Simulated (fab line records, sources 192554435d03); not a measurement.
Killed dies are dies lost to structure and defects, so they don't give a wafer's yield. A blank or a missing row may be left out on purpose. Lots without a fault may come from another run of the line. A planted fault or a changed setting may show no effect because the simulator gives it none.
Split-lot experiment | flow n5_finfet | 7 lots, 21 wafers read, on a route of 1938 steps

THE SPLIT
At N5_DUMMY_GATE_ETCH_37 (etches SOC in N2/H2, target depth 60 nm, overetch 30 nm), the setting source_w was moved away from the recipe's 840 W on 9 of the 21 wafers read, by -16.6% to +16.3%. The other wafers ran this setting at the recipe's value.

The reading is taken at the split's own step.

THE READING
rf_vpp_V, in V, at N5_DUMMY_GATE_ETCH_37 (etches SOC in N2/H2, target depth 60 nm, overetch 30 nm). Fault-free wafers of this fab line usually give 523.5 V, standard deviation 2.6 V.

wafer  | tool, chamber at the split | source_w as run, W | against the recipe | rf_vpp_V, V | against lot-mates on the recipe
L074.1 | rie_diel-02, 2             | 969.8              | +15.5%             | 501.8       | -23.9
L074.3 | rie_diel-02, 1             | 969.8              | +15.5%             | 500.3       | -25.4
L074.5 | rie_diel-02, 1             | 840                | recipe             | 525.7       | -
L077.3 | rie_diel-02, 2             | 840                | recipe             | 524.9       | -
L077.4 | rie_diel-02, 1             | 700.2              | -16.6%             | 556.7       | +31.8
L077.6 | rie_diel-02, 2             | 700.2              | -16.6%             | 558.8       | +33.9
L081.4 | rie_diel-02, 1             | 840                | recipe             | 524.0       | -
L081.5 | rie_diel-02, 0             | 840                | recipe             | 522.9       | -
L081.6 | rie_diel-02, 3             | 840                | recipe             | 526.3       | -
L083.2 | rie_diel-04, 1             | 840                | recipe             | 523.6       | -
L083.3 | rie_diel-04, 3             | 977.2              | +16.3%             | 500.1       | -24.4
L083.6 | rie_diel-04, 3             | 840                | recipe             | 525.4       | -
L087.1 | rie_diel-02, 1             | 734.6              | -12.5%             | 547.9       | +26.7
L087.3 | rie_diel-02, 3             | 734.6              | -12.5%             | 549.2       | +28.0
L087.4 | rie_diel-02, 0             | 840                | recipe             | 521.2       | -
L093.2 | rie_diel-02, 3             | 840                | recipe             | 524.6       | -
L093.4 | rie_diel-02, 2             | 840                | recipe             | 526.8       | -
L093.6 | rie_diel-02, 1             | 840                | recipe             | 523.4       | -
L096.3 | rie_diel-06, 0             | 793.2              | -5.6%              | 534.0       | +8.6
L096.4 | rie_diel-06, 2             | 793.2              | -5.6%              | 537.2       | +11.8
L096.6 | rie_diel-06, 2             | 840                | recipe             | 525.4       | -

THE FIT
A straight line over all 21 wafers: rf_vpp_V changes by -1.75 V for each +1% of source_w; r = -0.99; the points scatter about the line by 2.2 V.
The same after taking each lot's own level away (the mean of its wafers on the recipe; 21 wafers): -1.81 V for each +1%; r = -0.99; scatter 2.2 V.
On that fit, the largest move of source_w shifts the reading by 30 V.
The lots' own levels span 521.20 to 525.70 V, that is 1.7 times the standard deviation above.
So the lot-to-lot level changes the slope little: the two slopes agree.
Check: with one of the wafers moved furthest among these (-16.6%) left out of the fit, the line predicts +31.2 V for it against its lot-mates. It came out at +31.8 V against them.
Tool readings at the split's step, against how far the setting was moved: rf_vpp_V r = -0.99.

OTHER SPLITS ON THESE WAFERS
These wafers also went through other splits before the reading. Each is held against what the fit with the lots' levels taken away leaves over:
other split on the same wafers        | wafers away from the commonest value | r with rf_vpp_V (lot level and that fit taken away)
N5_WELL_APT_COAT_02 spin_rpm          | 9                                    | -0.25
N5_WELL_APT_EXPOSE_05 dose_mj         | 9                                    | +0.18
N5_WELL_APT_EXPOSE_22 dose_mj         | 6                                    | +0.20
N5_WELL_APT_DESCUM_30 time_s          | 9                                    | +0.22
N5_FIN_SAQP_SPACER1_ALD_24 ald_cycles | 6                                    | -0.30
N5_FIN_CUT_EXPOSE_05 dose_mj          | 7                                    | +0.31

THE FILE'S OWN FIT
rf_vpp_V changes by -1.78 V for each +1% of source_w, r = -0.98.
